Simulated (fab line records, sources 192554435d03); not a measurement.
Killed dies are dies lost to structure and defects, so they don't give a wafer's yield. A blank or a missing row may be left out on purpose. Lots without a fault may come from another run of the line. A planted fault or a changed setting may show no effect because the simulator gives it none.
Chamber matching | flow n5_finfet | N5_STI_FIN_REVEAL_STRIP_24 on rie_diel-06: 4 sister chambers
The step strips in N2/H2, time 90 s. 4 wafers are shown with their chamber, then 11 later ones without.

WAFERS WITH THEIR CHAMBER
wafer  | chamber | showerhead_plenum_p_Torr (Torr)
L084.1 | 1       | 3.37
L085.5 | 3       | 3.20
L090.4 | 0       | 3.23
L093.3 | 2       | 3.37

WAFERS WITHOUT THEIR CHAMBER
wafer  | showerhead_plenum_p_Torr (Torr)
L093.4 | 3.37
L093.6 | 3.23
L095.1 | 3.37
L095.4 | 3.36
L095.6 | 3.37
L096.3 | 3.36
L096.5 | 3.23
L096.6 | 3.36
L097.1 | 3.36
L097.2 | 3.23
L097.5 | 3.36

WHICH CHAMBER EACH WENT THROUGH
wafer  | from the rows above     | in truth
L093.4 | can't be placed: 1 or 2 | 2
L093.6 | 0                       | 0
L095.1 | can't be placed: 1 or 2 | 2
L095.4 | can't be placed: 1 or 2 | 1
L095.6 | can't be placed: 1 or 2 | 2
L096.3 | can't be placed: 1 or 2 | 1
L096.5 | 0                       | 0
L096.6 | can't be placed: 1 or 2 | 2
L097.1 | can't be placed: 1 or 2 | 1
L097.2 | 0                       | 0
L097.5 | can't be placed: 1 or 2 | 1
Placed correctly: 3 of 11. Can't be placed from these rows: 8 (the true chamber is among the candidates in 8). Placed wrongly: 0.
How it was worked out, from the rows above alone: a wafer's distance from a chamber is the root of the sum, over the readings, of the square of ((its reading less the chamber's mean) divided by the reading's scatter). The wafer belongs to the nearest chamber; if the next one is less than 2 further off, it can't be placed. A chamber's mean is the mean of its shown wafers. The scatter: with one shown wafer a chamber, the root of the mean of the squares of how far each hidden wafer lies from its nearest shown one.
